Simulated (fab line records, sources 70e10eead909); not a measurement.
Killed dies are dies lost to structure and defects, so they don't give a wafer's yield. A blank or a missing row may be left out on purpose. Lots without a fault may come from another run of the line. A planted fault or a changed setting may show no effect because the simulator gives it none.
A struck lot beside a sound one | flow nand_harc | 14 steps out of a route of 1302
Sound: wafers L307.2, L307.4, L307.5. Struck: wafers L319.3, L319.4, L319.6. The cause comes at the end.
At each step with rows: each side's tool, then ch and its chambers, then its first start. Under that, the readings that differ: sound wafers | struck wafers | difference of the means | sigmas: that difference in standard deviations of wafers without a fault.
alike: readings whose means differ by less than 2 such deviations, and words and numbers that are the same on both sides. not compared: withheld readings, readings that some wafer has no value for, bounds like >300 that may hide the same value, and numbers for which the record gives no deviation and whose values overlap.
The two part at a step that has a row with sigmas, a row that says differs or no value, or rows on one side only. Numbers that don't overlap but have no deviation are shown without sigmas and don't part them. A reading that every wafer of one side lacks parts them only if that side has two wafers or more.

first, 1 step without rows for these wafers: NHARC_A_CHANNEL_HOLE_D2_ETCH_38 (etches the open film in CF4, target depth 39 nm, time 65 s).
NHARC_A_CHANNEL_HOLE_D2_ETCH_39: etches the open film in N2/H2, target depth 260 nm, time 325 s.
  sound on rie_diel-03 ch 0,1; struck on rie_diel-03 ch 0,1
  alike: bias_w, chamber_pressure_mTorr, drypump_motor_current_A, h2_flow_sccm, oes_product_au, rf_vpp_V, showerhead_plenum_p_Torr, throttle_valve_pct
  not compared: rf_hours_counter_h
then, 1 step without rows for these wafers: NHARC_A_CHANNEL_HOLE_D2_ETCH_34 (etches the open film in CF4/CHF3, target depth 154 nm, time 77 s).
NHARC_A_CHANNEL_HOLE_D2_ETCH_16: etches the open film in O2/COS, target depth 3100 nm, time 806 s.
  sound on rie_diel-03 ch 1,2; struck on rie_diel-03 ch 2,3
  alike: bias_w, chamber_pressure_mTorr, drypump_motor_current_A, oes_product_au, rf_vpp_V, showerhead_plenum_p_Torr, throttle_valve_pct
  not compared: rf_hours_counter_h
NHARC_A_CHANNEL_HOLE_D2_CD_MEAS_18:
  sound on cd_sem-03, day 16 10:29; struck on cd_sem-03, day 20 17:25
  alike: cd_nm
then, 1 step without rows for these wafers: NHARC_A_CHANNEL_HOLE_D2_ETCH_19 (etches the open film in C4F8/O2/Ar, time 34.5 s).
NHARC_A_CHANNEL_HOLE_D2_ETCH_20: etches the open film in C4F8/O2/Ar, time 361.9 s, target depth 1600 nm.
  sound on har_etch-01 ch 0,1, day 16 10:44; struck on har_etch-02 ch 0,1, day 20 17:43
  alike: c4f8_flow_sccm, chamber_pressure_mTorr, drypump_motor_current_A, oes_air_line_au, showerhead_plenum_p_Torr, throttle_valve_pct
  not compared: rf_hours_counter_h
then, 2 steps without rows for these wafers: NHARC_A_CHANNEL_HOLE_D2_ETCH_21 (etches the open film in C4F8/O2/Ar, time 514.3 s, target depth 1600 nm); NHARC_A_CHANNEL_HOLE_D2_ETCH_22 (etches the open film in C4F8/O2/Ar, time 666.7 s, target depth 1600 nm).
NHARC_A_CHANNEL_HOLE_D2_ETCH_23: etches the open film in C4F8/O2/Ar, time 819 s, target depth 1600 nm.
  sound on har_etch-01 ch 0,1, day 16 12:06; struck on har_etch-02 ch 0,1, day 20 19:10
  alike: c4f8_flow_sccm, chamber_pressure_mTorr, drypump_motor_current_A, oes_air_line_au, showerhead_plenum_p_Torr, throttle_valve_pct
  not compared: rf_hours_counter_h
then, 1 step without rows for these wafers: NHARC_A_CHANNEL_HOLE_D2_ETCH_24 (etches the open film in C4F8/O2/Ar, time 906.2 s, target depth 1500 nm).
NHARC_A_CHANNEL_HOLE_D2_ETCH_25: etches the open film in C4F8/O2/Ar, time 1040.2 s, target depth 1500 nm.
  sound on har_etch-01 ch 0,1, day 16 13:35; struck on har_etch-02 ch 0,1, day 20 20:41
  alike: c4f8_flow_sccm, chamber_pressure_mTorr, drypump_motor_current_A, oes_air_line_au, showerhead_plenum_p_Torr, throttle_valve_pct
  not compared: rf_hours_counter_h
NHARC_A_CHANNEL_HOLE_D2_ETCH_26: etches the open film in C4F8/O2/Ar, time 224.1 s, target depth 300 nm.
  sound on har_etch-01 ch 0,1, day 16 14:21; struck on har_etch-02 ch 0,1, day 20 21:20
  no value came back on the struck wafers for any of 6 readings (bias_v (V), c4f8_flow_sccm (sccm) and others); on the sound wafers bias_v (V) reads 298 299 298
  not compared: rf_hours_counter_h
then, 1 step without rows for these wafers: NHARC_A_CHANNEL_HOLE_D2_ETCH_27 (etches the open film in C4F8/O2/Ar, time 90 s, target depth 400 nm).

WHERE THEY PART
Only at NHARC_A_CHANNEL_HOLE_D2_ETCH_26, within this record.

WHY: what the simulator had put in
Skipped step whole: har_etch-02, from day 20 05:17 on, at NHARC_A_CHANNEL_HOLE_D2_ETCH_26. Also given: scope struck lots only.
